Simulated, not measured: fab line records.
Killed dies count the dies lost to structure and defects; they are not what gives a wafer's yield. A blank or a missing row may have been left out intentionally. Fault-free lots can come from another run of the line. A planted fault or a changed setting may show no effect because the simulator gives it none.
Matching of chambers | flow n5-finfet | 4 sister chambers for N5_DUMMY_GATE_HM_OPEN_21 on rie-diel-02
The step chemistry CH3F/O2, target SiNx, target depth 120 nm, time 171.4 s. 8 wafers are shown with their chamber, then 8 later ones without.

== WAFERS, EACH WITH ITS CHAMBER ==
wafer  | chamber | showerhead-plenum-p-Torr (Torr) | drypump-motor-current-A (A)
L080.4 | 1       | 2.02                            | 6.5
L080.5 | 2       | 1.90                            | 6.1
L087.2 | 3       | 2.08                            | 6.1
L087.4 | 1       | 2.01                            | 6.6
L087.6 | 3       | 2.08                            | 6.1
L089.4 | 2       | 1.90                            | 6.1
L089.6 | 0       | 2.08                            | 5.6
L092.1 | 0       | 2.08                            | 5.6

== WAFERS WHOSE CHAMBER IS MISSING ==
wafer  | showerhead-plenum-p-Torr (Torr) | drypump-motor-current-A (A)
L092.3 | 1.89                            | 6.1
L092.4 | 2.01                            | 6.6
L095.2 | 2.08                            | 6.1
L095.5 | 1.89                            | 6.1
L095.6 | 2.08                            | 6.1
L097.2 | 2.07                            | 6.1
L097.5 | 2.01                            | 6.6
L097.6 | 2.07                            | 6.1

== CHAMBER TAKEN BY EACH ==
wafer  | from the rows above | in truth
L092.3 | 2                   | 2
L092.4 | 1                   | 1
L095.2 | 3                   | 3
L095.5 | 2                   | 2
L095.6 | 3                   | 3
L097.2 | 3                   | 3
L097.5 | 1                   | 1
L097.6 | 3                   | 3
Correctly placed: 8 of 8. From these rows, 0 cannot be placed. Number placed wrongly: 0.
How it was worked out, from the rows above alone: a wafer's distance from a chamber is the root of the sum, over the readings, of the square of ((its reading less the chamber's mean) divided by the reading's scatter). The wafer belongs to the nearest chamber; if the next one is less than 2 further off, it can't be placed. A chamber's mean is the mean of its shown wafers. The scatter: take each reading less its chamber's mean, square it, sum over the shown wafers, divide by the number of wafers less the number of chambers, and take the root.
